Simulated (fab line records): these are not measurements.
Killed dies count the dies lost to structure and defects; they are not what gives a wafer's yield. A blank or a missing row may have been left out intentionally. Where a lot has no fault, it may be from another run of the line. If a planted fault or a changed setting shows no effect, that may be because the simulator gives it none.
Which tool is to blame?    flow nandHarc    12 lots, 35 wafers sampled, at 5 steps of a route of 1302

== WHAT THE GAUGES SHOWED, per wafer ==
NHARC_END_SORT_01. Usual: killedAtArray 52, standard deviation 19; killedAtOther 1.0, standard deviation 1.2; killedAtPeriphery 4.1, standard deviation 2.8; killedDies 57, standard deviation 19; killedOpen 3.1, standard deviation 1.7; killedShort 2.5, standard deviation 1.5.
lot   measured      on         killedAtArray  killedAtOther  killedAtPeriphery  killedDies  killedOpen  killedShort  flag
L488  day 23 22:49  prober-01  88 70 72       0 0 0          1 8 4              89 78 76    3 3 2       2 3 4        
L489  day 24 10:01  prober-01  53 70 46       0 0 0          3 3 0              56 73 46    2 6 5       1 3 0        
L495  day 27 02:43  prober-01  49 89 51       2 0 1          3 0 3              54 89 55    5 2 1       2 1 2        
L504  day 30 23:10  prober-01  57 58          0 0            3 3                60 61       3 4         5 2          
L507  day 32 05:19  prober-01  53 62 67       2 0 1          0 4 1              55 66 69    3 4 2       2 0 4        
L506  day 32 18:06  prober-01  26 38 32       0 0 1          0 2 2              26 40 35    2 5 5       1 2 3        

== TOOL THAT RAN EACH LOT (tool first, then ch and the chambers of the sampled wafers, then the start) ==
lot   NHARC_A_STAIRCASE_STRIP_175          NHARC_A_STAIRCASE_ETCH_188                    NHARC_A_STAIRCASE_TRIM_196         NHARC_A_STAIRCASE_ETCH_199
L488  plasmaAsher-02 ch 0,1, day 15 13:14  rieDiel-05 ch 2,3, day 15 15:47 or earlier    rieDiel-04 ch 0,2,3, day 15 15:47  rieDiel-04 ch 2,3, day 15 16:10
L489  plasmaAsher-02 ch 0,1, day 15 22:47  rieDiel-12 ch 1,2, day 16 01:24 or earlier    rieDiel-05 ch 0,1, day 16 01:24    rieDiel-05 ch 0,1,2, day 16 01:50
L490  plasmaAsher-02 ch 0,1, day 16 11:46  rieDiel-04 ch 0,1,2, day 16 14:22 or earlier  rieDiel-12 ch 0,1,2, day 16 14:22  rieDiel-12 ch 0,1,2, day 16 14:47
L492  plasmaAsher-01 ch 0,1, day 16 19:29  rieDiel-04 ch 0,3, day 16 22:07 or earlier    rieDiel-04 ch 0,1,2, day 16 22:07  rieDiel-04 ch 0,1,2, day 16 22:30
L495  plasmaAsher-02 ch 0,1, day 18 09:25  rieDiel-12 ch 1,2,3, day 18 11:58 or earlier  rieDiel-05 ch 0,1,3, day 18 11:58  rieDiel-05 ch 0,3, day 18 12:24
L496  plasmaAsher-01 ch 0,1, day 19 01:49  rieDiel-12 ch 0,3, day 19 04:22 or earlier    rieDiel-12 ch 0,1,2, day 19 04:22  rieDiel-12 ch 0,1,3, day 19 04:46
L501  plasmaAsher-02 ch 0,1, day 20 19:08  rieDiel-04 ch 0,1,2, day 20 21:46 or earlier  rieDiel-04 ch 1,2,3, day 20 21:46  rieDiel-04 ch 1,2,3, day 20 22:11
L504  plasmaAsher-02 ch 0,1, day 22 16:35  rieDiel-12 ch 0, day 22 19:20 or earlier      rieDiel-12 ch 0,3, day 22 19:20    rieDiel-12 ch 2,3, day 22 19:52
L507  plasmaAsher-02 ch 0,1, day 23 12:53  rieDiel-04 ch 1,2, day 23 16:26 or earlier    rieDiel-04 ch 0,1,3, day 23 16:26  rieDiel-04 ch 2,3, day 23 16:51
L506  plasmaAsher-02 ch 0,1, day 23 15:47  rieDiel-12 ch 1,3, day 23 18:17 or earlier    rieDiel-04 ch 1,3, day 23 18:17    rieDiel-04 ch 1,2,3, day 23 18:43
L509  plasmaAsher-01 ch 0,1, day 24 14:17  rieDiel-04 ch 0,1,3, day 24 16:54 or earlier  rieDiel-05 ch 0,1,2, day 24 16:54  rieDiel-05 ch 1,3, day 24 17:34
L511  plasmaAsher-01 ch 0,1, day 25 02:49  rieDiel-12 ch 1,2,3, day 25 06:05 or earlier  rieDiel-12 ch 1,2,3, day 25 06:05  rieDiel-12 ch 1,2,3, day 25 06:31
- NHARC_A_STAIRCASE_STRIP_175: strips in O2.
- NHARC_A_STAIRCASE_ETCH_188: etches the open film in C4F8/O2, target depth 100 nm, time 40.5 s.
- NHARC_A_STAIRCASE_TRIM_196: chemistry O2, time 211.2 s.
- NHARC_A_STAIRCASE_ETCH_199: etches the open film in C4F8/O2, target depth 100 nm, time 40.5 s.

== AS READ BY THE TOOLS THEMSELVES (means over the sampled wafers that have a number; for cases with no such wafer, the mark the record gives instead) ==
NHARC_A_STAIRCASE_STRIP_175. Usual: drypumpMotorCurrentA 5.8 A, standard deviation 0.5; heaterPowerW 327 W, standard deviation 24.
lot   tool            drypumpMotorCurrentA (A)  heaterPowerW (W)  flag
L488  plasmaAsher-02  5.8                       346               
L489  plasmaAsher-02  5.7                       343               
L490  plasmaAsher-02  5.7                       344               
L492  plasmaAsher-01  6.0                       306               
L495  plasmaAsher-02  5.9                       340               
L496  plasmaAsher-01  5.6                       306               
L501  plasmaAsher-02  5.7                       353               
L504  plasmaAsher-02  5.8                       350               
L507  plasmaAsher-02  5.9                       354               
L506  plasmaAsher-02  5.9                       343               
L509  plasmaAsher-01  6.0                       298               
L511  plasmaAsher-01  5.6                       308               

NHARC_A_STAIRCASE_ETCH_188. Usual: oesProductAu 0.948 a.u., standard deviation 0.018; rfVppV 895 V, standard deviation 3.6; runLengthS 61.7 s, standard deviation 0.49.
lot   tool        oesProductAu (a.u.)  rfVppV (V)  runLengthS (s)  flag
L488  rieDiel-05  0.948                894         62.0            
L489  rieDiel-12  0.949                897         61.9            
L490  rieDiel-04  0.964                900         62.0            
L492  rieDiel-04  0.960                895         61.6            
L495  rieDiel-12  0.956                894         61.8            
L496  rieDiel-12  0.949                890         61.6            
L501  rieDiel-04  0.962                898         61.7            
L504  rieDiel-12  0.952                892         61.8            
L507  rieDiel-04  0.956                901         61.9            
L506  rieDiel-12  0.942                891         61.7            
L509  rieDiel-04  0.938                895         61.3            
L511  rieDiel-12  0.911                893         61.9            

NHARC_A_STAIRCASE_TRIM_196. Usual: drypumpMotorCurrentA 5.81 A, standard deviation 0.25; oesProductAu 1.002 a.u., standard deviation 0.015; rfVppV 57.6 V, standard deviation 0.89; showerheadPlenumPTorr 3.50 Torr, standard deviation 0.11; throttleValvePct 17.037 %, standard deviation 0.01.
lot   tool        drypumpMotorCurrentA (A)  oesProductAu (a.u.)  rfVppV (V)  showerheadPlenumPTorr (Torr)  throttleValvePct (%)  flag
L488  rieDiel-04  5.91                      1.006                57.7        3.58                          17.042                
L489  rieDiel-05  5.64                      1.004                57.4        3.41                          17.032                
L490  rieDiel-12  5.82                      1.006                57.7        3.50                          17.031                
L492  rieDiel-04  5.93                      1.000                58.5        3.62                          17.030                
L495  rieDiel-05  5.74                      1.003                56.9        3.39                          17.040                
L496  rieDiel-12  5.82                      1.008                57.4        3.49                          17.039                
L501  rieDiel-04  5.78                      1.004                58.0        3.58                          17.029                
L504  rieDiel-12  5.73                      0.986                58.1        3.37                          17.037                
L507  rieDiel-04  5.70                      1.006                57.9        3.52                          17.048                
L506  rieDiel-04  5.59                      1.007                57.6        3.54                          17.041                
L509  rieDiel-05  5.84                      0.995                57.8        3.39                          17.046                
L511  rieDiel-12  5.74                      0.991                58.1        3.44                          17.040                

NHARC_A_STAIRCASE_ETCH_199. Usual: oesProductAu 0.948 a.u., standard deviation 0.017; rfVppV 895 V, standard deviation 4.1; runLengthS 61.8 s, standard deviation 0.5.
lot   tool        oesProductAu (a.u.)  rfVppV (V)  runLengthS (s)  flag
L488  rieDiel-04  0.962                900         61.5            
L489  rieDiel-05  0.950                892         62.1            
L490  rieDiel-12  0.961                895         61.8            
L492  rieDiel-04  0.954                900         61.7            
L495  rieDiel-05  0.944                892         62.1            
L496  rieDiel-12  0.949                892         61.6            
L501  rieDiel-04  0.942                898         61.5            
L504  rieDiel-12  0.921                892         62.8            
L507  rieDiel-04  0.973                899         61.7            
L506  rieDiel-04  0.954                898         61.5            
L509  rieDiel-05  0.937                889         62.7            
L511  rieDiel-12  0.931                893         61.8            

== THE ANSWER, worked out from the rows above alone ==
Rule: lot off if the mean of its wafers having a number is beyond 3 standard deviations from the usual mean. Also off: a lot with no number at a reading for which 4 or more lots have one. Where the step has rows for the other lots, those lots are counted as sound. The gauges are gone through in route order, then the tools' own readings, and for those a lot's mean is taken as printed above. The first step at which some lot is off is used, and at that step the reading that is off furthest; a lot without a number counts as furthest.
No lot is off at any reading shown: from this, nothing can be told.

== WHAT THE SIMULATOR HAD PUT IN ==
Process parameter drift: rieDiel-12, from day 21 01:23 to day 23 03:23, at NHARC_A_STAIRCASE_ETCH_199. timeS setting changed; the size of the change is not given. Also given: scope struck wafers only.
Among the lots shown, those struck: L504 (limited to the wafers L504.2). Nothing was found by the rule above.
